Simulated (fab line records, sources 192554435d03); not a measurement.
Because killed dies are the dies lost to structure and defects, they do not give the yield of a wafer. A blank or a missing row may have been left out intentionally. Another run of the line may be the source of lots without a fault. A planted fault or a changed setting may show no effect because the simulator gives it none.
Chamber matching || flow n5_finfet || rie_diel-01 running N5_BEOL_M9_ETCH_61: 4 sister chambers
The step etches SiARC in CF4, target depth 39 nm, time 65 s. 4 wafers are shown with their chamber, then 12 later ones without.

== EACH WAFER AND ITS CHAMBER ==
{"wafer": "L087.5", "chamber": 2, "showerhead_plenum_p_Torr (Torr)": 2.04}
{"wafer": "L089.1", "chamber": 3, "showerhead_plenum_p_Torr (Torr)": 2.20}
{"wafer": "L089.4", "chamber": 1, "showerhead_plenum_p_Torr (Torr)": 2.21}
{"wafer": "L089.5", "chamber": 0, "showerhead_plenum_p_Torr (Torr)": 2.25}

== WAFERS WITHOUT THEIR CHAMBER ==
{"wafer": "L091.2", "showerhead_plenum_p_Torr (Torr)": 2.20}
{"wafer": "L091.3", "showerhead_plenum_p_Torr (Torr)": 2.25}
{"wafer": "L091.6", "showerhead_plenum_p_Torr (Torr)": 2.20}
{"wafer": "L095.1", "showerhead_plenum_p_Torr (Torr)": 2.19}
{"wafer": "L095.3", "showerhead_plenum_p_Torr (Torr)": 2.03}
{"wafer": "L095.4", "showerhead_plenum_p_Torr (Torr)": 2.25}
{"wafer": "L096.1", "showerhead_plenum_p_Torr (Torr)": 2.20}
{"wafer": "L096.3", "showerhead_plenum_p_Torr (Torr)": 2.25}
{"wafer": "L096.5", "showerhead_plenum_p_Torr (Torr)": 2.20}
{"wafer": "L097.1", "showerhead_plenum_p_Torr (Torr)": 2.03}
{"wafer": "L097.3", "showerhead_plenum_p_Torr (Torr)": 2.25}
{"wafer": "L097.5", "showerhead_plenum_p_Torr (Torr)": 2.20}

== WHICH CHAMBER EACH ONE RAN IN ==
{"wafer": "L091.2", "from the rows above": "can't be placed: 3 or 1", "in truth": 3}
{"wafer": "L091.3", "from the rows above": 0, "in truth": 0}
{"wafer": "L091.6", "from the rows above": "can't be placed: 3 or 1", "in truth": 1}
{"wafer": "L095.1", "from the rows above": "can't be placed: 3 or 1", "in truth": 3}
{"wafer": "L095.3", "from the rows above": 2, "in truth": 2}
{"wafer": "L095.4", "from the rows above": 0, "in truth": 0}
{"wafer": "L096.1", "from the rows above": "can't be placed: 3 or 1", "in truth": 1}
{"wafer": "L096.3", "from the rows above": 0, "in truth": 0}
{"wafer": "L096.5", "from the rows above": "can't be placed: 3 or 1", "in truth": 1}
{"wafer": "L097.1", "from the rows above": 2, "in truth": 2}
{"wafer": "L097.3", "from the rows above": 0, "in truth": 0}
{"wafer": "L097.5", "from the rows above": "can't be placed: 3 or 1", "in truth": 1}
Correct placement for 6 of the 12. These rows do not allow placing 6 (true chamber among the candidates in 6). Placed wrongly: 0.
How it was worked out, from the rows above alone: a wafer's distance from a chamber is the root of the sum, over the readings, of the square of ((its reading less the chamber's mean) divided by the reading's scatter). If the next closest chamber is less than 2 further off than the closest, the wafer can't be placed; otherwise it belongs to the closest. A chamber's mean is the mean of its shown wafers. The scatter (one wafer shown for each chamber): square how far every hidden wafer sits from the nearest shown wafer, average those squares and take the square root.
